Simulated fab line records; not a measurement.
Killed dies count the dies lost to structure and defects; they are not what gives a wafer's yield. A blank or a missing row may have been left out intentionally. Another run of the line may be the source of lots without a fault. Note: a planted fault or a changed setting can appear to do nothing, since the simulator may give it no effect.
fab line records	flow nand_harc
record: lots: 5	wafers: 13	last_day: 32
route steps=1302 shown A_SGD_CUT@893
lots that met no fault: taken from a fault-free run of the same line
start_h: the number of hours between the record's first day and the start of the first shown wafer of the lot	wait_h: time in hours since the lot's previous step	" identical to the entry in the row above	L1.1+2: a row that stands for several wafers	- no value present, or no start provided	* or withheld: withheld	< > ~ a bound
route shown NAME@n: names a module that has steps shown in the file, with the first one's number in the route	usual: average and standard deviation across the fault-free wafers	same: alike in all rows	chamber/n: place in a boat	sites: readings site by site	_std_site: how widely they spread, as a standard deviation	_edge_site: mean of outer sites minus mean of inner sites	radius_mm: how far each site lies from the wafer's centre	mask NAME#n: copy n	behind: the tool/chamber that last shaped the wafer	hold: reason for holding the lot/hours on hold/outcome of the hold	device: which transistor (n, p or np) failed to switch	end of line: the route-end tests of the same wafers	step lacking rows: just its recipe	killed: count of dies lost to structure and defects at first sort (not the wafer's yield)	map: a wafer's dies, x killed, . not, _ none there
set.NAME: the setting as run; set.NAME@STEP: as run at that earlier step	model.NAME: the simulator's own value behind a step, which no gauge read
lots at selected steps of the route; one table per step, one row per wafer
services: when a tool's chamber went out of use (start_h, in hours from the record's first day, below 0 if earlier), for how many hours, and the reason
== steps ==
step: NHARC_A_SGD_CUT_COAT_56
recipe: temp_c: 260	time_s: 75
step: NHARC_A_SGD_CUT_COAT_57
recipe: temp_c: 225	time_s: 65
step: NHARC_A_SGD_CUT_COAT_03
recipe: spin_rpm: 1500	resist_thk_nm: 90
step: NHARC_A_SGD_CUT_SOFTBAKE_04
recipe: temp_c: 105	time_s: 55
step: NHARC_A_SGD_CUT_EBR_05
step: NHARC_A_SGD_CUT_EXPOSE_06
recipe: na: 1.35	dose_mj: 85.59	mask_id: SGD
step: NHARC_A_SGD_CUT_PEB_07
recipe: peb_temp_c: 100	peb_time_s: 65
step: NHARC_A_SGD_CUT_DEVELOP_08
recipe: develop_time_s: 35	dev_temp_c: 23
step: NHARC_A_SGD_CUT_CD_MEAS_09
recipe: target_cd_nm: 100	landing_energy_ev: 500
usual: cd_nm: 100.1/0.72
lot.wafer	tool	chamber	start_h	wait_h	cd_nm
L890.4	cd_sem-02	0	472.52	-	99.8
L890.5	"	0	"	"	99.2
L890.6	"	0	"	"	99.7
L897.3	cd_sem-03	0	538.60	-	99.9
L897.4	"	0	"	"	100.6
L897.5	"	0	"	"	101.4
L900.1	cd_sem-03	0	572.07	-	98.6
L906.2	cd_sem-02	0	636.38	-	100.0
L906.3	"	0	"	"	100.6
L906.4	"	0	"	"	101.4
L907.4	cd_sem-02	0	645.22	-	99.6
L907.5	"	0	"	"	99.1
L907.6	"	0	"	"	100.5
step: NHARC_A_SGD_CUT_OVL_MEAS_10
usual: overlay_x_nm: -0.1/0.77	overlay_y_nm: 0.0/0.6
lot.wafer	tool	chamber	start_h	wait_h	overlay_x_nm	overlay_y_nm
L890.4	overlay-01	-	472.61	-	-0.6	0.1
L890.5	"	-	"	"	-0.6	-0.5
L890.6	"	-	"	"	-0.9	-0.1
L897.3	overlay-02	-	538.69	-	-1.6	-0.1
L897.4	"	-	"	"	-1.0	-1.0
L897.5	"	-	"	"	-1.8	-0.3
L900.1	overlay-02	-	572.16	-	0.1	0.4
L906.2	overlay-02	-	636.47	-	0.0	0.1
L906.3	"	-	"	"	-0.5	0.1
L906.4	"	-	"	"	0.1	0.7
L907.4	overlay-01	-	645.30	-	-0.8	-1.2
L907.5	"	-	"	"	-1.0	-0.2
L907.6	"	-	"	"	-0.8	-0.4
step: NHARC_A_SGD_CUT_INSPECT_11
usual: raw_defect_count: 50/27
lot.wafer	tool	chamber	start_h	wait_h	raw_defect_count
L890.4	defect_inspect-02	-	472.64	0.0	47
L890.5	"	-	"	"	70
L890.6	"	-	"	"	75
L897.3	defect_inspect-01	-	538.72	0.0	85
L897.4	"	-	"	"	85
L897.5	"	-	"	"	66
L900.1	defect_inspect-01	-	572.20	0.0	53
L906.2	defect_inspect-01	-	636.51	0.0	25
L906.3	"	-	"	"	19
L906.4	"	-	"	"	15
L907.4	defect_inspect-01	-	645.34	0.0	5
L907.5	"	-	"	"	10
L907.6	"	-	"	"	3
step: NHARC_A_SGD_CUT_DESCUM_14
recipe: time_s: 3	o2_flow_sccm: 200	ar_flow_sccm: 0	bias_power_w: 0	chemistry: O2
usual: chamber_pressure_mTorr: 60.00/0.051	drypump_motor_current_A: 5.8/0.51	oes_product_au: 0.999/0.016	rf_vpp_V: 57.8/0.84	showerhead_plenum_p_Torr: 1.90/0.086	throttle_valve_pct: 11.311/0.0086
lot.wafer	tool	chamber	start_h	wait_h	chamber_pressure_mTorr	drypump_motor_current_A	oes_product_au	rf_hours_counter_h	rf_vpp_V	showerhead_plenum_p_Torr	throttle_valve_pct
L890.4	rie_diel-09	0	472.73	0.1	59.98	6.2	0.996	7	57.1	1.87	11.313
L890.5	"	1	"	"	59.94	5.8	0.983	-	59.6	1.99	11.325
L890.6	"	2	"	"	60.02	6.1	1.005	-	57.9	1.97	11.309
L897.4	rie_diel-09	1	538.78	0.1	60.08	5.8	0.990	2	57.9	1.99	11.315
L897.3	"	3	"	"	60.01	6.1	1.034	2	59.2	1.99	11.323
L897.5	"	2	"	"	60.00	6.1	0.986	-	58.3	1.97	11.303
L900.1	rie_diel-09	1	572.28	0.1	60.04	5.8	0.986	3	57.7	1.99	11.326
L906.3	rie_diel-07	3	636.58	0.1	59.95	5.0	0.991	8	57.7	1.81	11.290
L906.4	"	0	"	"	60.04	5.7	1.008	9	57.6	1.86	11.306
L906.2	"	1	"	"	60.04	5.1	1.029	9	57.1	1.79	11.311
L907.4	rie_diel-07	3	645.43	0.1	59.96	5.0	0.978	-	56.5	1.81	11.316
L907.5	"	0	"	"	60.10	5.7	1.018	-	56.9	1.86	11.306
L907.6	"	2	"	"	60.02	5.1	0.981	-	58.0	1.77	11.308
step: NHARC_A_SGD_CUT_ETCH_58
recipe: target_depth_a: 390	over_etch_frac: 0.3	time_s: 65	ion_energy_ev: 80	cf4_flow_sccm: 150	ar_flow_sccm: 0	rf_w: 300	bias_w: 100	chemistry: CF4
usual: chamber_pressure_mTorr: 50.00/0.041	drypump_motor_current_A: 5.8/0.5	oes_product_au: 1.001/0.016	rf_vpp_V: 151.0/1.2	showerhead_plenum_p_Torr: 1.76/0.073	throttle_valve_pct: 13.283/0.0095
lot.wafer	tool	chamber	start_h	wait_h	chamber_pressure_mTorr	drypump_motor_current_A	oes_product_au	rf_hours_counter_h	rf_vpp_V	showerhead_plenum_p_Torr	throttle_valve_pct
L890.4	rie_diel-09	0	472.79	0.1	49.99	6.2	1.015	7	150.8	1.73	13.289
L890.5	"	3	"	"	49.92	6.1	1.012	-	152.7	1.83	13.279
L890.6	"	0	"	"	49.99	6.1	1.002	-	150.9	1.73	13.289
L897.4	rie_diel-09	0	538.87	0.1	50.04	6.2	0.979	2	151.6	1.73	13.296
L897.3	"	3	"	"	50.04	6.1	1.023	2	151.5	1.83	13.276
L897.5	"	0	"	"	49.95	6.2	0.987	-	150.8	1.73	13.277
L900.1	rie_diel-09	0	572.36	0.1	49.95	6.2	0.845	3	151.3	1.73	13.284
L906.4	rie_diel-07	1	636.66	0.1	50.02	5.1	1.034	9	149.1	1.66	13.283
L906.3	"	2	"	"	50.00	5.1	0.994	9	150.1	1.65	13.288
L906.2	"	3	"	"	49.94	5.0	0.994	8	150.6	1.68	13.292
L907.5	rie_diel-07	2	645.52	0.1	50.02	5.1	0.982	-	149.0	1.65	13.286
L907.4	"	3	"	"	49.92	5.0	0.996	-	150.2	1.68	13.288
L907.6	"	0	"	"	49.92	5.7	1.010	-	148.8	1.72	13.278
step: NHARC_A_SGD_CUT_ETCH_59
recipe: target_depth_a: 2600	over_etch_frac: 0.25	time_s: 406.25	ion_energy_ev: 200	n2_flow_sccm: 150	h2_flow_sccm: 150	ar_flow_sccm: 0	rf_w: 400	bias_w: 150	chemistry: N2/H2
usual: chamber_pressure_mTorr: 30.000/0.025	drypump_motor_current_A: 5.8/0.49	oes_product_au: 0.999/0.017	rf_vpp_V: 430.3/2.7	showerhead_plenum_p_Torr: 2.03/0.095	throttle_valve_pct: 14.172/0.0098
lot.wafer	tool	chamber	start_h	wait_h	chamber_pressure_mTorr	drypump_motor_current_A	oes_product_au	rf_hours_counter_h	rf_vpp_V	showerhead_plenum_p_Torr	throttle_valve_pct
L890.4	rie_diel-09	3	-	-	29.960	6.1	1.007	5	432.8	2.12	14.168
L890.6	"	2	"	"	30.006	6.1	0.987	-	434.1	2.10	14.179
L890.5	"	3	"	"	30.015	6.1	1.014	-	431.9	2.12	14.160
L897.4	rie_diel-09	0	-	-	29.971	6.2	0.982	2	430.6	1.99	14.187
L897.3	"	1	"	"	29.981	5.8	0.989	2	432.5	2.12	14.170
L897.5	"	0	"	"	30.003	6.1	0.978	-	429.0	1.99	14.182
L900.1	rie_diel-09	2	-	-	29.994	6.1	1.000	4	431.8	2.10	14.168
L906.4	rie_diel-07	0	-	-	29.969	5.7	1.012	10	428.7	1.98	14.174
L906.2	"	1	"	"	30.019	5.2	1.034	9	427.4	1.90	14.158
L906.3	"	3	"	"	30.012	5.0	0.995	8	428.6	1.93	14.185
L907.6	rie_diel-07	0	-	-	30.013	5.7	1.003	-	427.1	1.98	14.163
L907.4	"	2	"	"	30.033	5.1	0.979	-	425.9	1.88	14.170
L907.5	"	3	"	"	29.981	5.1	0.991	-	427.0	1.93	14.175
== services ==
tool	chamber	start_h	hours	kind
rie_diel-09	0	451.65	-	clean
rie_diel-09	1	451.65	-	clean
rie_diel-09	2	451.65	-	clean
rie_diel-09	3	451.65	-	clean
rie_diel-09	0	460.73	4.1	repair
rie_diel-07	0	469.62	11.8	repair
rie_diel-07	-	471.20	9.0	pm
rie_diel-09	0	476.15	-	clean
rie_diel-09	1	476.15	-	clean
rie_diel-09	2	476.15	-	clean
rie_diel-09	3	476.15	-	clean
rie_diel-09	-	497.15	9.0	pm
rie_diel-09	0	497.15	9.0	vent_cycle
rie_diel-09	1	497.15	9.0	vent_cycle
rie_diel-09	2	497.15	9.0	vent_cycle
rie_diel-09	3	497.15	9.0	vent_cycle
rie_diel-07	-	499.80	0.5	repair
rie_diel-09	0	506.15	-	clean
rie_diel-09	1	506.15	-	clean
rie_diel-09	2	506.15	-	clean
rie_diel-07	1	506.31	12.7	repair
rie_diel-09	3	556.58	8.5	repair
rie_diel-07	3	599.92	3.0	repair
rie_diel-07	1	640.68	5.6	repair
== key ==
first_sign: step: NHARC_A_SGD_CUT_ETCH_58	reading: oes_product_au	direction: down	sigmas: 9.9	usual: 1.001	struck: 0.845
effect none on later readings
met_at NHARC_A_SGD_CUT_ETCH_58
struck_wafers L900.1
rows_end L900.1
onset_between 538.87 572.36
fault: kind: process_parameter_drift	tool: rie_diel-09	chamber: 0	onset_h: 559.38	steps: NHARC_A_SGD_CUT_ETCH_58	channel: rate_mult	offset: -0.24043	shape: step
rows_end: these wafers met a further fault down the route, and their rows from its step on are left out
